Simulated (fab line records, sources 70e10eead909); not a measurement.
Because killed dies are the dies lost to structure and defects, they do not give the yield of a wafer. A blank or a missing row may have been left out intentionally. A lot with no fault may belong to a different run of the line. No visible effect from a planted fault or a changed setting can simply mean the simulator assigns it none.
Chamber matching || flow nand harc || 4 sister chambers for NHARC_P_M1_STRIP_18 on rie diel-08
The step strips in N2/H2. 18 wafers are shown with their chamber, then 9 later ones without.

== WAFERS WITH THEIR CHAMBER ==
{"wafer": "L077.1", "chamber": 2, "showerhead plenum p Torr (Torr)": 2.06, "drypump motor current A (A)": 5.7, "oes product au (a.u.)": 1.001}
{"wafer": "L077.3", "chamber": 3, "showerhead plenum p Torr (Torr)": 1.98, "drypump motor current A (A)": 6.2, "oes product au (a.u.)": 0.993}
{"wafer": "L077.4", "chamber": 0, "showerhead plenum p Torr (Torr)": 1.98, "drypump motor current A (A)": 5.3, "oes product au (a.u.)": 1.019}
{"wafer": "L078.2", "chamber": 1, "showerhead plenum p Torr (Torr)": 1.92, "drypump motor current A (A)": 5.4, "oes product au (a.u.)": 0.991}
{"wafer": "L078.3", "chamber": 3, "showerhead plenum p Torr (Torr)": 1.98, "drypump motor current A (A)": 6.2, "oes product au (a.u.)": 0.983}
{"wafer": "L078.6", "chamber": 1, "showerhead plenum p Torr (Torr)": 1.92, "drypump motor current A (A)": 5.4, "oes product au (a.u.)": 0.992}
{"wafer": "L079.2", "chamber": 3, "showerhead plenum p Torr (Torr)": 1.98, "drypump motor current A (A)": 6.2, "oes product au (a.u.)": 0.994}
{"wafer": "L079.3", "chamber": 1, "showerhead plenum p Torr (Torr)": 1.92, "drypump motor current A (A)": 5.4, "oes product au (a.u.)": 0.985}
{"wafer": "L079.6", "chamber": 2, "showerhead plenum p Torr (Torr)": 2.06, "drypump motor current A (A)": 5.7, "oes product au (a.u.)": 1.001}
{"wafer": "L085.1", "chamber": 1, "showerhead plenum p Torr (Torr)": 1.92, "drypump motor current A (A)": 5.4, "oes product au (a.u.)": 0.980}
{"wafer": "L085.2", "chamber": 0, "showerhead plenum p Torr (Torr)": 1.98, "drypump motor current A (A)": 5.3, "oes product au (a.u.)": 1.005}
{"wafer": "L085.6", "chamber": 3, "showerhead plenum p Torr (Torr)": 1.98, "drypump motor current A (A)": 6.2, "oes product au (a.u.)": 1.007}
{"wafer": "L090.1", "chamber": 3, "showerhead plenum p Torr (Torr)": 1.98, "drypump motor current A (A)": 6.1, "oes product au (a.u.)": 1.000}
{"wafer": "L090.3", "chamber": 1, "showerhead plenum p Torr (Torr)": 1.92, "drypump motor current A (A)": 5.4, "oes product au (a.u.)": 1.000}
{"wafer": "L090.6", "chamber": 0, "showerhead plenum p Torr (Torr)": 1.98, "drypump motor current A (A)": 5.3, "oes product au (a.u.)": 1.006}
{"wafer": "L092.3", "chamber": 2, "showerhead plenum p Torr (Torr)": 2.05, "drypump motor current A (A)": 5.7, "oes product au (a.u.)": 1.004}
{"wafer": "L092.4", "chamber": 1, "showerhead plenum p Torr (Torr)": 1.92, "drypump motor current A (A)": 5.4, "oes product au (a.u.)": 0.991}
{"wafer": "L092.6", "chamber": 3, "showerhead plenum p Torr (Torr)": 1.98, "drypump motor current A (A)": 6.2, "oes product au (a.u.)": 0.992}

SIGNATURES (averages over the wafers above)
{"reading": "showerhead plenum p Torr", "chamber 0": 1.9800, "chamber 1": 1.9200, "chamber 2": 2.0567, "chamber 3": 1.9800, "scatter within a chamber": 0.00218}
{"reading": "drypump motor current A", "chamber 0": 5.300, "chamber 1": 5.400, "chamber 2": 5.700, "chamber 3": 6.183, "scatter within a chamber": 0.0244}
{"reading": "oes product au", "chamber 0": 1.01000, "chamber 1": 0.98983, "chamber 2": 1.00200, "chamber 3": 0.99483, "scatter within a chamber": 0.007}
Rule: for a wafer and a chamber, the distance is found by dividing, reading by reading, the gap between the wafer's reading and the chamber's mean by the reading's scatter, squaring, summing and taking the root. The wafer belongs to the nearest chamber; if the next one is less than 2 further off, it can't be placed. The scatter: take each reading less its chamber's mean, square it, sum over the shown wafers, divide by the number of wafers less the number of chambers, and take the root.

== WAFERS MISSING THEIR CHAMBER ==
{"wafer": "L093.2", "showerhead plenum p Torr (Torr)": 1.92, "drypump motor current A (A)": 5.4, "oes product au (a.u.)": 0.995}
{"wafer": "L093.4", "showerhead plenum p Torr (Torr)": 1.98, "drypump motor current A (A)": 6.2, "oes product au (a.u.)": 0.985}
{"wafer": "L093.5", "showerhead plenum p Torr (Torr)": 2.05, "drypump motor current A (A)": 5.7, "oes product au (a.u.)": 0.990}
{"wafer": "L095.2", "showerhead plenum p Torr (Torr)": 2.05, "drypump motor current A (A)": 5.8, "oes product au (a.u.)": 1.005}
{"wafer": "L095.3", "showerhead plenum p Torr (Torr)": 1.98, "drypump motor current A (A)": 6.2, "oes product au (a.u.)": 1.000}
{"wafer": "L095.4", "showerhead plenum p Torr (Torr)": 2.05, "drypump motor current A (A)": 5.7, "oes product au (a.u.)": 1.001}
{"wafer": "L096.4", "showerhead plenum p Torr (Torr)": 1.98, "drypump motor current A (A)": 6.2, "oes product au (a.u.)": 0.990}
{"wafer": "L096.5", "showerhead plenum p Torr (Torr)": 1.92, "drypump motor current A (A)": 5.4, "oes product au (a.u.)": 0.983}
{"wafer": "L096.6", "showerhead plenum p Torr (Torr)": 1.98, "drypump motor current A (A)": 5.4, "oes product au (a.u.)": 1.010}

== WHICH CHAMBER EACH WENT THROUGH ==
{"wafer": "L093.2", "from the rows above": 1, "in truth": 1}
{"wafer": "L093.4", "from the rows above": 3, "in truth": 3}
{"wafer": "L093.5", "from the rows above": 2, "in truth": 2}
{"wafer": "L095.2", "from the rows above": 2, "in truth": 2}
{"wafer": "L095.3", "from the rows above": 3, "in truth": 3}
{"wafer": "L095.4", "from the rows above": 2, "in truth": 2}
{"wafer": "L096.4", "from the rows above": 3, "in truth": 3}
{"wafer": "L096.5", "from the rows above": 1, "in truth": 1}
{"wafer": "L096.6", "from the rows above": 0, "in truth": 0}
Correct placement for 9 of the 9. Number that these rows cannot place: 0. Placed wrongly: 0.
